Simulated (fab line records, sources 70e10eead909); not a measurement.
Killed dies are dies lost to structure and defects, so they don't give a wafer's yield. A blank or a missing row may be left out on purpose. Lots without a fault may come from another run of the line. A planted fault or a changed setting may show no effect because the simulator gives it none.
Which tool did it? | flow nand_harc | 7 lots, 21 wafers sampled, at 3 steps of a route of 1302

WHAT THE GAUGES READ, wafer by wafer
NHARC_P_M2_INSPECT_27.
lot  | measured     | on                | raw_defect_count
L754 | day 7 19:26  | defect_inspect-01 | 286 529 413
L756 | day 8 16:11  | defect_inspect-01 | 309 179 280
L762 | day 11 01:56 | defect_inspect-02 | 469 421 439
L764 | day 11 21:57 | defect_inspect-01 | 330 335 467
L769 | day 14 04:35 | defect_inspect-02 | 497 309 368
L772 | day 15 17:30 | defect_inspect-01 | 165 268 262
L774 | day 16 12:17 | defect_inspect-02 | 233 217 348

WHICH TOOL RAN EACH LOT (tool, then ch and the chambers of the sampled wafers, then the start)
lot  | NHARC_P_M1_PRE_CLEAN_32         | NHARC_P_M2_DEGAS_29
L754 | pecvd-02 ch 0,1,2, day 7 15:20  | pvd_sputter-03, day 7 17:52
L756 | pecvd-02 ch 0,2, day 8 12:05    | pvd_sputter-01, day 8 14:37
L762 | pecvd-01 ch 0,2, day 10 21:51   | pvd_sputter-03, day 11 00:23
L764 | pecvd-03 ch 0,2, day 11 17:42   | pvd_sputter-03, day 11 20:24
L769 | pecvd-02 ch 0,1,2, day 14 00:32 | pvd_sputter-03, day 14 03:03
L772 | pecvd-02 ch 0,2, day 15 13:24   | pvd_sputter-01, day 15 15:58
L774 | pecvd-02 ch 0,1, day 16 08:11   | pvd_sputter-02, day 16 10:43
- NHARC_P_M1_PRE_CLEAN_32: time 12 s.
- NHARC_P_M2_DEGAS_29: time 60 s.

THE ANSWER, worked out from the rows above alone
Rule: what is usual is taken from the lots themselves. Put in order of their means at a reading, lots are off if they are a third of the lots or fewer, leave a main group of 4 or more, and stand apart from it by a gap of 3 or more times the standard deviation of the main group's means; of several such gaps the widest counts. A main group whose means are all the same, to the digits that the tables above print for the reading, isn't used. A lot without any number at a reading at which 4 lots or more have one is off too. The other lots that the step has rows for count as sound.
No lot is off at any reading shown: from this, nothing can be told.

WHAT THE SIMULATOR HAD PUT IN
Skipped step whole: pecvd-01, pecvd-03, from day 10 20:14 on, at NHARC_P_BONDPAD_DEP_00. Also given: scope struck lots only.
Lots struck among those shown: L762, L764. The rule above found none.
